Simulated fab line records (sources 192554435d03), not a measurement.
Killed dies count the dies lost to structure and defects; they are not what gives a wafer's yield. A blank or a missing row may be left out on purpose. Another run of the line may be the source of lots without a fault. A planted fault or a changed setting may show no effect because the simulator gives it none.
Matching of chambers | flow n5Finfet | cmp-01 running N5_BEOL_M9_CMP_52: 4 sister chambers
The step polishes, stops on SiCOH lowk, t overpolish 7 s, target thk 140 nm. 4 wafers are shown with their chamber, then 8 later ones without.

== WAFERS WITH THEIR CHAMBER ==
wafer  | chamber | motorCurrentA (A)
L081.3 | 2       | 5.0
L092.1 | 0       | 7.0
L092.5 | 3       | 6.3
L094.1 | 1       | 5.2

== WAFERS MISSING THEIR CHAMBER ==
wafer  | motorCurrentA (A)
L094.2 | 7.0
L094.5 | 5.1
L097.1 | 4.8
L097.2 | 6.7
L097.3 | 6.9
L097.4 | 5.4
L097.5 | 5.3
L097.6 | 7.0

== EACH ONE'S CHAMBER ==
wafer  | from the rows above     | in truth
L094.2 | 0                       | 0
L094.5 | can't be placed: 2 or 1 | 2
L097.1 | can't be placed: 2 or 1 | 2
L097.2 | can't be placed: 0 or 3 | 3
L097.3 | 0                       | 0
L097.4 | can't be placed: 1 or 2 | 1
L097.5 | can't be placed: 1 or 2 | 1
L097.6 | 0                       | 0
Placed correctly: 3 of 8. From these rows, 5 cannot be placed; in 5 the true chamber is one of the candidates. Wrongly placed: 0.
How it was worked out, from the rows above alone: a wafer's distance from a chamber is the root of the sum, over the readings, of the square of ((its reading less the chamber's mean) divided by the reading's scatter). The wafer belongs to the nearest chamber; if the next one is less than 2 further off, it can't be placed. The mean given for a chamber averages the wafers shown for that chamber. The scatter (one wafer shown for each chamber): square how far every hidden wafer sits from the nearest shown wafer, average those squares and take the square root.
